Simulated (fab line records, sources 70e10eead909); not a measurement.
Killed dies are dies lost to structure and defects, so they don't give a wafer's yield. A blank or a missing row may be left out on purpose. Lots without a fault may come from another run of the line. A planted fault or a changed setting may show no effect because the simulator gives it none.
Which tool did it? | flow nand_harc | 6 lots, 18 wafers sampled, at 5 steps of a route of 1302

WHAT THE GAUGES READ, wafer by wafer
NHARC_END_SORT_01.
lot  | measured     | on        | killed_at_array
L541 | day 30 08:51 | prober-01 | 74 56 59

WHICH TOOL RAN EACH LOT (tool, then ch and the chambers of the sampled wafers, then the start)
lot  | NHARC_A_CHANNEL_HOLE_D1_ETCH_22  | NHARC_A_CHANNEL_HOLE_D1_STRIP_27              | NHARC_A_CHANNEL_FILL_D1_ALD_02   | NHARC_A_CHANNEL_FILL_D1_ALD_15
L530 | har_etch-02 ch 1, day 9 13:28    | rie_diel-02 ch 0,2,3, day 9 19:20 or earlier  | ald_hk-01 ch 2,3, day 9 19:20    | ald_sin_batch-01 ch 0, day 10 05:30
L532 | har_etch-01 ch 0,1, day 10 06:26 | rie_diel-02 ch 1,2,3, day 10 11:32 or earlier | ald_hk-03 ch 1,2, day 10 11:32   | ald_sin_batch-01 ch 0, day 10 21:38
L539 | har_etch-01 ch 0,1, day 13 04:24 | rie_diel-02 ch 0,1, day 13 09:29 or earlier   | ald_hk-04 ch 0,1,3, day 13 09:29 | ald_sin_batch-03 ch 0, day 13 19:29
L541 | har_etch-01 ch 0,1, day 14 13:43 | rie_diel-02 ch 0,2,3, day 14 18:41 or earlier | ald_hk-03 ch 0,3, day 14 18:41   | ald_sin_batch-02 ch 0, day 15 06:28
L549 | har_etch-01 ch 0,1, day 17 13:35 | rie_diel-11 ch 0,2,3, day 17 18:37 or earlier | ald_hk-04 ch 0,2,3, day 17 18:37 | ald_sin_batch-01 ch 0, day 18 04:44
L551 | har_etch-02 ch 0,1, day 18 04:30 | rie_diel-02 ch 0,2,3, day 18 09:33 or earlier | ald_hk-04 ch 0,1,3, day 18 09:33 | ald_sin_batch-01 ch 0, day 18 19:19
- NHARC_A_CHANNEL_HOLE_D1_ETCH_22: etches the open film in C4F8/O2/Ar, time 666.7 s, target depth 1600 nm.
- NHARC_A_CHANNEL_HOLE_D1_STRIP_27: strips in O2.
- NHARC_A_CHANNEL_FILL_D1_ALD_02: deposits SiO2, target thk 6 nm, pulse time 10 s, ald cycles 60.
- NHARC_A_CHANNEL_FILL_D1_ALD_15: deposits SiNx, target thk 2 nm, pulse time 60 s, ald cycles 19.

THE ANSWER, worked out from the rows above alone
Rule: what is usual is taken from the lots themselves. Put in order of their means at a reading, lots are off if they are a third of the lots or fewer, leave a main group of 4 or more, and stand apart from it by a gap of 3 or more times the standard deviation of the main group's means; of several such gaps the widest counts. A main group whose means are all the same, to the digits that the tables above print for the reading, isn't used. A lot without any number at a reading at which 4 lots or more have one is off too. The other lots that the step has rows for count as sound.
No lot is off at any reading shown: from this, nothing can be told.

WHAT THE SIMULATOR HAD PUT IN
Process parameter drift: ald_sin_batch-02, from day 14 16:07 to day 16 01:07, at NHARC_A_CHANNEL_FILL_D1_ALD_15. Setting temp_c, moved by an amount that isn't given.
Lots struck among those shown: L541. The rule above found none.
